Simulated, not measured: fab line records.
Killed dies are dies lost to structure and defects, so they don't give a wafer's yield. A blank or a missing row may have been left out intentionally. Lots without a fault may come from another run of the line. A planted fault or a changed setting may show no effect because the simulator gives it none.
A struck lot beside a sound one ; flow n5_finfet ; 19 steps out of a route of 1938
Sound: the wafers L159.3, L159.4, L159.5. The struck wafers were L175.1, L175.2, L175.5. The cause comes at the end.
At each step with rows: each side's tool, then ch and its chambers, then its first start. Under that, the readings that differ: sound wafers ; struck wafers ; difference of the means ; sigmas: that difference in standard deviations of wafers without a fault.
alike: readings with means less than 2 such deviations apart, plus words and numbers identical on both sides. not compared: withheld readings, readings lacking a value on some wafer, bounds such as >300 that could conceal the same value, and numbers that have no deviation in the record and whose values overlap.
Wherever a step has rows on one side only, a row that says differs or no value, or a row with sigmas, the two part there. Numbers that have no deviation but don't overlap get no sigmas and don't part them. Lack of a reading on every wafer of one side parts them only where that side has two or more wafers.

first, 7 steps without rows for these wafers: N5_BEOL_M0_CUTY_COAT_50 (time 60 s, resist thk 15 nm); N5_BEOL_M0_CUTY_COAT_51 (resist thk 150 nm); N5_BEOL_M0_CUTY_EBR_52; N5_BEOL_M0_CUTY_SOFTBAKE_53 (time 60 s); N5_BEOL_M0_CUTY_EXPOSE_54 (exposes mask M0 ABLK); N5_BEOL_M0_CUTY_PEB_55 (peb time 60 s); N5_BEOL_M0_CUTY_DEVELOP_56 (develop time 30 s).
N5_BEOL_M0_CUTY_CD_MEAS_57 targets a cd of 200 nm.
  sound on cd_sem-01 ch 0, day 6 17:45; struck on cd_sem-01 ch 0, day 10 19:57
  alike: cd_nm
N5_BEOL_M0_CUTY_OVL_MEAS_58:
  sound on overlay-02 ch 0, day 6 17:47; struck on overlay-02 ch 0, day 10 19:59
  alike: M0_ABLK_OVL
N5_BEOL_M0_CUTY_INSPECT_59: inspects for defects (macro).
  sound on defect_inspect-01 at day 6 17:49; struck on defect_inspect-01 at day 10 20:00
  alike: raw_defect_count
N5_BEOL_M0_CUTY_DESCUM_61: chemistry O2, time 7.9 s.
  sound on rie_diel-06 ch 0,1, day 6 17:53; struck on rie_diel-06 ch 1,3, day 10 20:02
  alike: drypump_motor_current_A, oes_product_au, rf_fwd_power_W, rf_vpp_V, showerhead_plenum_p_Torr, throttle_valve_pct
  not compared: rf_hours_counter_h
N5_BEOL_M0_CUTY_ETCH_62: etches SiARC in CF4, time 58.5 s.
  sound on rie_diel-06 ch 0,1, day 6 17:55; struck on rie_diel-06 ch 1,3, day 10 20:05
  alike: drypump_motor_current_A, etch_rf_on_time_s, oes_product_au, rf_fwd_power_W, rf_vpp_V, showerhead_plenum_p_Torr, throttle_valve_pct
  not compared: rf_hours_counter_h
N5_BEOL_M0_CUTY_ETCH_63: etches SOC in N2/H2, target depth 82.7 nm, overetch 16.5 nm, time 124 s.
  sound on rie_diel-06 ch 0,1, day 6 17:58; struck on rie_diel-06 ch 1,3, day 10 20:08
reading;sound;struck;difference;sigmas
rf_fwd_power_W (W);832.3 841.3 828.1;1041.2 1035.9 1032.4;+202.6;+72
rf_vpp_V (V);520.2 527.2 521.8;490.4 485.1 489.6;-34.7;-14
model.SiO2_of_BEOL_M0_SAQP_SPACER2_ALD_26.thk_nm (nm);7 7.2 7;6.6 6.4 6.6;-0.5;
  alike: drypump_motor_current_A, oes_product_au, showerhead_plenum_p_Torr, throttle_valve_pct
  not compared: rf_hours_counter_h
then, 1 step without rows for these wafers: N5_BEOL_M0_CUTY_STRIP_64 (strips in N2/H2).
N5_BEOL_M0_ETCH_138: etches SiCN in CH3F/O2, target depth 12 nm, time 31.6 s.
  sound on rie_diel-06 ch 0,1, day 6 18:05; struck on rie_diel-06 ch 1,3, day 10 20:15
  alike: drypump_motor_current_A, etch_rf_on_time_s, oes_product_au, rf_fwd_power_W, rf_vpp_V, showerhead_plenum_p_Torr, throttle_valve_pct
  not compared: rf_hours_counter_h
N5_BEOL_M0_HM_OPEN_105: chemistry Cl2/BCl3, target TiN, target depth 12 nm.
  sound on rie_metal-02 ch 0,1, day 6 18:14; struck on rie_metal-01 ch 0,1, day 11 00:48
reading;sound;struck;difference;sigmas
model.SiO2_of_BEOL_M0_SAQP_SPACER2_ALD_26.thk_nm (nm);2.6 3 2.6;2.4 2 2.4;-0.5;
  alike: bcl3_flow_sccm, drypump_motor_current_A, oes_product_au, rf_fwd_power_W, throttle_valve_pct
  not compared: rf_hours_counter_h
N5_BEOL_M0_STRIP_140: strips in CF4.
  sound on rie_diel-05 ch 0,1,2, day 6 18:25; struck on rie_diel-06 ch 2,3, day 11 00:58
  alike: drypump_motor_current_A, oes_product_au, rf_fwd_power_W, rf_vpp_V, showerhead_plenum_p_Torr, throttle_valve_pct
  not compared: rf_hours_counter_h
-- here the record skips 2 days between the struck wafers' starts before and after, leaving off in module BEOL_M0 and picking up in module BEOL_M4 (first step shown: number 1111 of the route) --
N5_BEOL_M4_RC_MEAS_101:
  sound on prober-01 ch 0, day 9 07:44; struck on prober-02 ch 0, day 13 09:45
  alike: DIBL_N, DIBL_P, IOFF_N, IOFF_P, ION_N, ION_P, SS_N, SS_P, VT_N, VT_P
-- a jump in the record: the struck wafers' starts before and after are 5 days apart (it breaks off in module BEOL_M4 and resumes in module PASSIVATION, where the first step shown is number 1936 of the route) --
N5_PASSIVATION_PROBE_49:
  sound on prober-02 at day 14 04:52; struck on prober-01 at day 18 00:58
  alike: defect_limited_yield, killed_at_M0_to_M3, killed_at_M4_up, killed_at_contacts, killed_at_front_end, killed_at_other, killed_dies, killed_open, killed_short, sort_bin_5_function, sort_bin_6_memory, sort_n_pass, sort_yield_pct

## WHERE THEY PART
Within this record, at N5_BEOL_M0_CUTY_ETCH_63 only. Later steps at which nothing parts them and some readings are alike: N5_BEOL_M0_ETCH_138, N5_BEOL_M0_HM_OPEN_105, N5_BEOL_M0_STRIP_140, N5_BEOL_M4_RC_MEAS_101, N5_PASSIVATION_PROBE_49.

WHY: what had been put in by the simulator
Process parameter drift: rie_diel-06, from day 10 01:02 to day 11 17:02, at N5_BEOL_M0_CUTY_ETCH_63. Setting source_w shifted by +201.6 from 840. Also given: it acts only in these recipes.
